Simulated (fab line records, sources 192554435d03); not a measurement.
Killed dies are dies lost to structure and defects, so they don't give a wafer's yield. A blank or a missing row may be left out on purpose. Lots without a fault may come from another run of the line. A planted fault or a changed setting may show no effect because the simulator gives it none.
fab line records | flow n5_finfet
record lots=12 wafers=36 last_day=18
route steps=1938 shown HKMG_FIN@456 PAD_METAL@1893 PASSIVATION@1925
lots that met no fault: from a run of the same line without faults
start_h: hours from the record's first day to the start of the lot's first wafer shown | wait_h: hours since the lot's step before | " the same as in the row above | L1.1+2: a row that stands for several wafers | - no value, or no start given | * or withheld: withheld | < > ~ a bound
route shown NAME@n: a module of which the file shows steps, and the number in the route of the first | usual: mean/standard deviation of fault-free wafers | same: alike in all rows | chamber/n: place in a boat | sites: the reading at each site | _std_site: their standard deviation | _edge_site: outer sites' mean less inner sites' | radius_mm: how far each site lies from the wafer's centre | mask NAME#n: copy n | behind: the tool/chamber that last shaped the wafer | hold: why the lot was held/for how many hours/how that ended | device: the transistor (n, p or np) that didn't switch | end of line: the same wafers' tests at the end of the route | a step without rows: its recipe alone | killed: dies lost to structure and defects at the first sort, not the wafer's yield | map: a wafer's dies, x killed, . not, _ none there
set.NAME: the setting as run; set.NAME@STEP: as run at that earlier step | model.NAME: the simulator's own value behind a step, which no gauge read
steps of the route over a sample of lots; a table a step, a row a wafer
services: from which hour (start_h, from the record's first day; less than 0 if before it) a tool's chamber was out of use, for how many hours, and why
## steps
# step N5_HKMG_FIN_ALD_21
# recipe material=TiN target_thk_a=15 temp_c=400 ald_precursor_family=TiCl4 ald_co_reactant=NH3 pulse_time_s=1 purge_time_s=3 co_reactant_purge_time_s=2 co_reactant_pulse_time_s=2 ald_cycles=68 pressure_torr=3
# usual heater_power_outer_w=568/67 heater_power_w=898/100 precursor_pulse_height_rel=1.000/0.019
# same ald_cycles=68
# columns lot.wafer tool chamber start_h wait_h heater_power_outer_w heater_power_w precursor_pulse_height_rel
L477.1 ald_metal-03 2 81.85 0.3 648 1067 0.968
L477.2 " 1 " " 535 778 0.977
L477.5 " 1 " " 521 793 1.024
L478.1 ald_metal-01 3 84.36 0.3 490 805 1.015
L478.2 " 0 " " 604 943 0.988
L478.3 " 1 " " 551 999 1.006
L481.4 ald_metal-01 2 102.38 0.1 626 957 1.025
L481.5 " 0 " " 600 929 0.995
L481.6 " 1 " " 559 1032 1.014
L482.2 ald_metal-03 0 111.90 0.3 613 859 0.969
L482.4 " 3 " " 470 741 0.982
L482.6 " 3 " " 482 754 0.990
L483.1 ald_metal-03 1 116.60 0.3 531 797 1.014
L483.4 " 3 " " 493 768 0.997
L483.5 " 2 " " 639 1052 1.011
L484.3 ald_metal-03 0 124.26 0.1 609 882 0.974
L484.5 " 2 " " 657 1081 0.993
L484.6 " 3 " " 477 740 0.954
L485.1 ald_metal-01 3 126.92 0.3 502 786 1.008
L485.3 " 0 " " 606 952 1.005
L485.5 " 3 " " 496 820 0.968
L486.2 ald_metal-03 1 135.37 0.3 528 785 1.014
L486.5 " 1 " " 529 806 0.996
L486.6 " 2 " " 656 1057 0.981
L487.1 ald_metal-03 3 138.05 0.3 467 767 1.007
L487.3 " 0 " " 589 875 1.028
L487.6 " 1 " " 533 793 0.993
L498.2 ald_metal-01 2 203.61 0.3 617 932 1.007
L498.5 " 2 " " 624 929 1.033
L498.6 " 1 " " 557 1016 1.028
L499.1 ald_metal-04 0 212.12 0.3 666 976 1.002
L499.2 " 1 " " 617 967 1.013
L499.3 " 2 " " 469 798 1.016
L500.1 ald_metal-04 3 215.80 0.3 514 838 1.027
L500.2 " 0 " " 658 965 0.987
L500.4 " 2 " " 460 811 0.973
# step N5_PASSIVATION_DEGAS_18
# recipe ambient=vacuum temp_c=300 time_s=60
# usual heater_power_w=470/51
# columns lot.wafer tool chamber start_h wait_h heater_power_w
L477.1 pvd_sputter-03 - 258.68 0.5 468
L477.2 " - " " 419
L477.5 " - " " 473
L478.1 pvd_sputter-01 - 272.33 0.2 483
L478.2 " - " " 480
L478.3 " - " " 520
L483.1 pvd_sputter-01 - 303.40 0.8 489
L483.4 " - " " 520
L483.5 " - " " 519
L482.2 pvd_sputter-02 - 303.78 0.3 407
L482.4 " - " " 423
L482.6 " - " " 408
L481.4 pvd_sputter-01 - 303.82 0.1 471
L481.5 " - " " 523
L481.6 " - " " 352
L484.3 pvd_sputter-03 - 309.71 1.9 474
L484.5 " - " " 534
L484.6 " - " " 415
L485.1 pvd_sputter-03 - 315.15 0.1 478
L485.3 " - " " 518
L485.5 " - " " 514
L487.1 pvd_sputter-03 - 337.21 0.1 521
L487.3 " - " " 481
L487.6 " - " " 420
L486.2 pvd_sputter-02 - 337.71 0.1 405
L486.5 " - " " 406
L486.6 " - " " 494
L498.2 pvd_sputter-02 - 405.12 0.0 414
L498.5 " - " " 427
L498.6 " - " " 499
L499.1 pvd_sputter-02 - 409.44 0.2 505
L499.2 " - " " 525
L499.3 " - " " 408
L500.1 pvd_sputter-02 - 414.24 0.4 434
L500.2 " - " " 527
L500.4 " - " " 487
# step N5_PASSIVATION_PRE_CLEAN_19
# recipe gas=H2/He time_s=* temp_c=*
# usual heater_power_w=469/52
# columns lot.wafer tool chamber start_h wait_h heater_power_w
L477.1 pvd_sputter-03 - 258.72 0.0 471
L477.2 " - " " 420
L477.5 " - " " 487
L478.1 pvd_sputter-01 - 272.37 0.0 502
L478.2 " - " " 481
L478.3 " - " " 521
L483.1 pvd_sputter-01 - 303.44 0.0 494
L483.4 " - " " 527
L483.5 " - " " 530
L482.2 pvd_sputter-02 - 303.82 0.0 408
L482.4 " - " " 414
L482.6 " - " " 416
L481.4 pvd_sputter-01 - 303.86 0.0 475
L481.5 " - " " 536
L481.6 " - " " 345
L484.3 pvd_sputter-03 - 309.75 0.0 465
L484.5 " - " " 523
L484.6 " - " " 427
L485.1 pvd_sputter-03 - 315.19 0.0 481
L485.3 " - " " 525
L485.5 " - " " 520
L487.1 pvd_sputter-03 - 337.25 0.0 520
L487.3 " - " " 479
L487.6 " - " " 425
L486.2 pvd_sputter-02 - 337.75 0.0 410
L486.5 " - " " 402
L486.6 " - " " 495
L498.2 pvd_sputter-02 - 405.16 0.0 411
L498.5 " - " " 433
L498.6 " - " " 499
L499.1 pvd_sputter-02 - 409.48 0.0 479
L499.2 " - " " 528
L499.3 " - " " 415
L500.1 pvd_sputter-02 - 414.28 0.0 426
L500.2 " - " " 529
L500.4 " - " " 491
# step N5_PASSIVATION_CD_MEAS_44
# recipe target_cd_nm=40000 landing_energy_ev=500 detector=se_inlens
# usual cd_nm=40001/3
# columns lot.wafer tool chamber start_h wait_h cd_nm
L477.1 cd_sem-02 0 261.51 - 40001
L477.2 " 0 " " 40001
L477.5 " 0 " " 40003
L478.1 cd_sem-02 0 275.41 - 39999
L478.2 " 0 " " 39999
L478.3 " 0 " " 39994
L483.1 cd_sem-03 0 305.98 - 40001
L483.4 " 0 " " 40000
L483.5 " 0 " " 40004
L482.2 cd_sem-03 0 306.62 - 40001
L482.4 " 0 " " 39999
L482.6 " 0 " " 40000
L481.4 cd_sem-03 0 306.67 - 40002
L481.5 " 0 " " 40003
L481.6 " 0 " " 40000
L484.3 cd_sem-03 0 312.36 - 40007
L484.5 " 0 " " 40007
L484.6 " 0 " " 40009
L485.1 cd_sem-02 0 317.84 - 39999
L485.3 " 0 " " 39999
L485.5 " 0 " " 39998
L487.1 cd_sem-01 0 339.88 - 39997
L487.3 " 0 " " 39996
L487.6 " 0 " " 39994
L486.2 cd_sem-03 0 340.31 - 40003
L486.5 " 0 " " 40003
L486.6 " 0 " " 40001
L498.2 cd_sem-02 0 409.01 - 40005
L498.5 " 0 " " 40004
L498.6 " 0 " " 40006
L499.1 cd_sem-02 0 413.60 - 39996
L499.2 " 0 " " 39998
L499.3 " 0 " " 39999
L500.1 cd_sem-03 0 417.43 - 40005
L500.2 " 0 " " 40003
L500.4 " 0 " " 40003
# step N5_PASSIVATION_PROBE_49
# usual defect_limited_yield=91.2/1.6 killed_at_M0_to_M3=33/11 killed_at_M4_up=15/6.2 killed_at_contacts=15/7.1 killed_at_front_end=38/12 killed_at_other=4/3.5 killed_dies=104/19 killed_open=69/14 killed_short=34/8.5 sort_bin_5_function=5.2/0.99 sort_bin_6_memory=3.3/0.77 sort_n_pass=1076/19 sort_yield_pct=91.2/1.6
# same gross_dies=1180 killed_at_back_side=0 sort_bin_4_leakage[%]=0 sort_bin_8_speed[%]=0
# columns lot.wafer tool chamber start_h wait_h defect_limited_yield[%] killed_at_M0_to_M3 killed_at_M4_up killed_at_contacts killed_at_front_end killed_at_other killed_dies killed_open killed_short sort_bin_5_function[%] sort_bin_6_memory[%] sort_n_pass sort_yield_pct[%]
L477.1 prober-02 - 264.78 0.0 92.4 21 9 7 49 4 90 59 30 4.6 2.8 1090 92.4
L477.2 prober-02 - 264.83 0.1 90.3 42 6 19 36 11 114 74 39 5.3 3.9 1066 90.3
L477.5 prober-02 - 264.98 0.2 90.8 44 11 10 39 5 109 75 34 6.1 3.0 1071 90.8
L478.1 prober-02 - 279.51 0.0 90.0 19 13 31 51 4 118 84 34 7.0 2.9 1062 90.0
L478.2 prober-02 - 279.56 0.1 91.8 23 16 34 21 3 97 71 26 3.5 4.4 1083 91.8
L478.3 prober-02 - 279.61 0.1 89.6 32 10 25 44 12 123 79 42 6.4 3.7 1057 89.6
L482.2 prober-01 - 310.10 0.1 89.2 38 20 11 58 0 127 88 37 5.9 4.6 1053 89.2
L482.4 prober-01 - 310.20 0.2 88.0 55 22 19 44 2 142 100 37 6.8 4.5 1038 88.0
L482.6 prober-01 - 310.30 0.3 87.0 42 34 23 53 1 153 105 46 7.5 4.9 1027 87.0
L487.1 prober-02 - 343.01 0.0 83.0 32 13 5 151 0 201 64 17 10.8 3.2 979 83.0
L487.3 prober-02 - 343.11 0.1 84.8 29 7 12 130 1 179 55 28 9.4 3.8 1001 84.8
L487.6 prober-02 - 343.26 0.3 81.9 24 17 3 169 1 214 49 22 10.7 4.6 966 81.9
L486.2 prober-01 - 343.91 0.1 80.2 34 20 18 160 2 234 64 27 12.0 4.9 946 80.2
L486.5 prober-01 - 344.06 0.2 80.8 27 12 21 165 1 226 60 21 11.9 4.7 954 80.8
L486.6 prober-01 - 344.11 0.3 82.2 26 24 17 137 6 210 69 26 10.8 3.9 970 82.2
L498.2 prober-02 - 413.17 0.1 89.0 52 14 21 32 11 130 74 55 6.9 3.8 1050 89.0
L498.5 prober-02 - 413.32 0.2 88.9 60 13 20 28 10 131 86 43 6.0 4.4 1049 88.9
L498.6 prober-02 - 413.37 0.3 88.1 74 17 14 25 11 141 79 61 7.5 3.8 1039 88.1
# killed by level:class
L477.1 STI_FIN_REVEAL:geometric_particle:open=13 FIN_SAQP:geometric_particle:open=12 BEOL_M0_SAQP:geometric_particle:short=7 MOL_CONTACT_COAG:geometric_particle:open=6 STARTING-WAFER:geometric_particle:open=5 FIN_SAQP:geometric_particle:short=4 DUMMY_GATE:geometric_particle:open=4 BEOL_M4:geometric_particle:open=3
L477.2 MOL_CONTACT_COAG:geometric_particle:open=17 BEOL_M0_SAQP:geometric_particle:short=13 BEOL_M1:geometric_particle:open=10 BEOL_M0_SAQP:geometric_particle:open=9 FIN_SAQP:geometric_particle:open=7 DUMMY_GATE:geometric_particle:open=6 FIN_SAQP:geometric_particle:short=4 STI_FIN_REVEAL:geometric_particle:open=4
L477.5 BEOL_M3:geometric_particle:open=11 BEOL_M0_SAQP:geometric_particle:open=11 BEOL_M0_SAQP:geometric_particle:short=10 FIN_SAQP:geometric_particle:open=9 FIN_SAQP:geometric_particle:short=7 DUMMY_GATE:geometric_particle:open=7 MOL_CONTACT_COAG:geometric_particle:open=7 BEOL_M4:geometric_particle:open=5
L478.1 MOL_CONTACT_COAG:geometric_particle:open=28 STI_FIN_REVEAL:geometric_particle:open=12 GATE_CUT:geometric_particle:short=7 BEOL_M4:geometric_particle:open=6 ILD0:geometric_particle:short=5 FIN_SAQP:geometric_particle:open=4 DUMMY_GATE:geometric_particle:short=4 GATE_CUT:geometric_particle:open=4
L478.2 MOL_CONTACT_COAG:geometric_particle:open=31 BEOL_M1:geometric_particle:open=6 BEOL_M4:geometric_particle:open=6 STI_FIN_REVEAL:geometric_particle:open=4 BEOL_M1:geometric_particle:short=4 BEOL_M3:geometric_particle:short=4 BEOL_M3:geometric_particle:open=4 STARTING-WAFER:geometric_particle:short=4
L478.3 MOL_CONTACT_COAG:geometric_particle:open=18 BEOL_M0_SAQP:geometric_particle:short=10 STI_FIN_REVEAL:geometric_particle:open=7 MOL_CONTACT_COAG:geometric_particle:short=7 STARTING-WAFER:geometric_particle:open=7 FIN_SAQP:geometric_particle:open=6 BEOL_M1:geometric_particle:open=6 GATE_CUT:geometric_particle:short=5
L482.2 STI_FIN_REVEAL:geometric_particle:open=21 BEOL_M1:geometric_particle:open=13 FIN_SAQP:geometric_particle:open=10 BEOL_M4:geometric_particle:open=9 FIN_SAQP:geometric_particle:short=7 BEOL_M3:geometric_particle:open=7 STI_FIN_REVEAL:geometric_particle:short=6 MOL_CONTACT_COAG:geometric_particle:open=6
L482.4 STI_FIN_REVEAL:geometric_particle:open=16 BEOL_M1:geometric_particle:open=14 BEOL_M0_SAQP:geometric_particle:open=13 BEOL_M0_SAQP:geometric_particle:short=13 BEOL_M4:geometric_particle:open=12 MOL_CONTACT_COAG:geometric_particle:open=11 MOL_CONTACT_COAG:geometric_particle:short=8 BEOL_M2:geometric_particle:open=7
L482.6 MOL_CONTACT_COAG:geometric_particle:open=17 BEOL_M4:geometric_particle:open=16 FIN_SAQP:geometric_particle:open=13 STI_FIN_REVEAL:geometric_particle:open=12 BEOL_M2:geometric_particle:open=11 FIN_SAQP:geometric_particle:short=9 BEOL_M1:geometric_particle:open=7 BEOL_M0_SAQP:geometric_particle:short=7
L487.1 HKMG_FIN:unspecified=119 BEOL_M3:geometric_particle:open=11 STI_FIN_REVEAL:geometric_particle:open=9 BEOL_M2:geometric_particle:open=8 GATE_CUT:geometric_particle:open=6 GATE_CUT:geometric_particle:short=6 BEOL_M1:geometric_particle:open=5 BEOL_M5:geometric_particle:open=5
L487.3 HKMG_FIN:unspecified=96 MOL_CONTACT_COAG:geometric_particle:open=11 GATE_CUT:geometric_particle:open=10 GATE_CUT:geometric_particle:short=8 BEOL_M0:geometric_particle:open=6 STI_FIN_REVEAL:geometric_particle:open=4 BEOL_M0_SAQP:geometric_particle:short=4 BEOL_M1:geometric_particle:open=4
L487.6 HKMG_FIN:unspecified=142 BEOL_M0_SAQP:geometric_particle:open=8 BEOL_M3:geometric_particle:open=5 SPACER0:geometric_particle:short=4 GATE_CUT:geometric_particle:open=4 BEOL_M4:geometric_particle:open=4 STARTING-WAFER:geometric_particle:open=4 BEOL_M5:geometric_particle:open=4
L486.2 HKMG_FIN:unspecified=140 MOL_CONTACT_COAG:geometric_particle:open=12 BEOL_M2:geometric_particle:open=10 BEOL_M0_SAQP:geometric_particle:open=8 BEOL_M4:geometric_particle:open=7 MOL_CONTACT_COAG:geometric_particle:short=6 BEOL_M3:geometric_particle:open=6 BEOL_M0_SAQP:geometric_particle:short=5
L486.5 HKMG_FIN:unspecified=143 MOL_CONTACT_COAG:geometric_particle:open=17 BEOL_M2:geometric_particle:open=10 BEOL_M0_SAQP:geometric_particle:open=6 BEOL_M4:geometric_particle:short=4 MOL_CONTACT_COAG:geometric_particle:short=4 BEOL_M3:geometric_particle:open=4 BEOL_M4:geometric_particle:open=4
L486.6 HKMG_FIN:unspecified=112 MOL_CONTACT_COAG:geometric_particle:open=16 BEOL_M2:geometric_particle:open=9 BEOL_M4:geometric_particle:open=9 GATE_CUT:geometric_particle:short=6 FIN_SAQP:geometric_particle:open=5 BEOL_M0_SAQP:geometric_particle:short=5 BEOL_M0_SAQP:geometric_particle:open=5
L498.2 MOL_CONTACT_COAG:geometric_particle:open=16 BEOL_M0_SAQP:geometric_particle:short=16 BEOL_M0_SAQP:geometric_particle:open=12 BEOL_M3:geometric_particle:open=10 DUMMY_GATE:geometric_particle:open=6 GATE_CUT:geometric_particle:short=6 MOL_CONTACT_COAG:geometric_particle:short=5 GATE_CUT:geometric_particle:open=4
L498.5 BEOL_M0_SAQP:geometric_particle:open=17 MOL_CONTACT_COAG:geometric_particle:open=15 BEOL_M0_SAQP:geometric_particle:short=12 BEOL_M3:geometric_particle:open=10 FIN_SAQP:geometric_particle:open=7 BEOL_M1:geometric_particle:open=7 BEOL_M4:geometric_particle:open=5 MOL_CONTACT_COAG:geometric_particle:short=5
L498.6 BEOL_M0_SAQP:geometric_particle:short=29 BEOL_M0_SAQP:geometric_particle:open=24 MOL_CONTACT_COAG:geometric_particle:open=12 BEOL_M1:geometric_particle:open=7 FIN_SAQP:geometric_particle:open=6 BEOL_M3:geometric_particle:open=4 BEOL_M4:geometric_particle:short=4 BEOL_M2:geometric_particle:short=4
## services
# columns tool chamber start_h hours kind
pvd_sputter-02 - 64.19 0.5 repair
ald_metal-01 - 64.52 2.8 pm
ald_metal-03 1 87.34 3.2 repair
ald_metal-04 - 107.79 28.1 pm
pvd_sputter-01 - 141.96 1.9 repair
ald_metal-04 1 147.14 3.4 repair
ald_metal-03 1 150.45 11.6 repair
ald_metal-04 0 151.62 19.0 repair
ald_metal-04 - 199.22 1.0 repair
ald_metal-04 1 235.12 6.6 repair
ald_metal-04 3 273.42 4.0 repair
pvd_sputter-03 - 316.18 2.9 repair
ald_metal-04 2 322.90 7.5 repair
ald_metal-03 - 337.30 14.0 pm
ald_metal-03 0 337.30 14.0 vent_cycle
ald_metal-03 1 337.30 14.0 vent_cycle
ald_metal-03 2 337.30 14.0 vent_cycle
ald_metal-03 3 337.30 14.0 vent_cycle
ald_metal-03 0 351.30 - clean
ald_metal-03 1 351.30 - clean
ald_metal-03 2 351.30 - clean
ald_metal-03 3 351.30 - clean
ald_metal-01 - 398.93 0.5 repair
## key
first_sign step=N5_PASSIVATION_PROBE_49 reading=killed_at_front_end direction=up sigmas=9.5 usual=38 struck=152
effect step=N5_PASSIVATION_PROBE_49 reading=defect_limited_yield direction=down sigmas=5.6 usual=91.2 struck=82.1
more_kills_born_at N5_HKMG_FIN_ALD_21@ald_metal-03=752
met_at N5_HKMG_FIN_ALD_21
struck_lots L486,L487
not_acting_at N5_PASSIVATION_DEGAS_18,N5_PASSIVATION_PRE_CLEAN_19,N5_PASSIVATION_CD_MEAS_44
onset_between 124.26 135.37
fault kind=chamber_particle_source tool=ald_metal-03 chamber=- onset_h=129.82 steps=N5_HKMG_FIN_ALD_21 rate_per_visit_cm2=1.1691 end_h=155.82
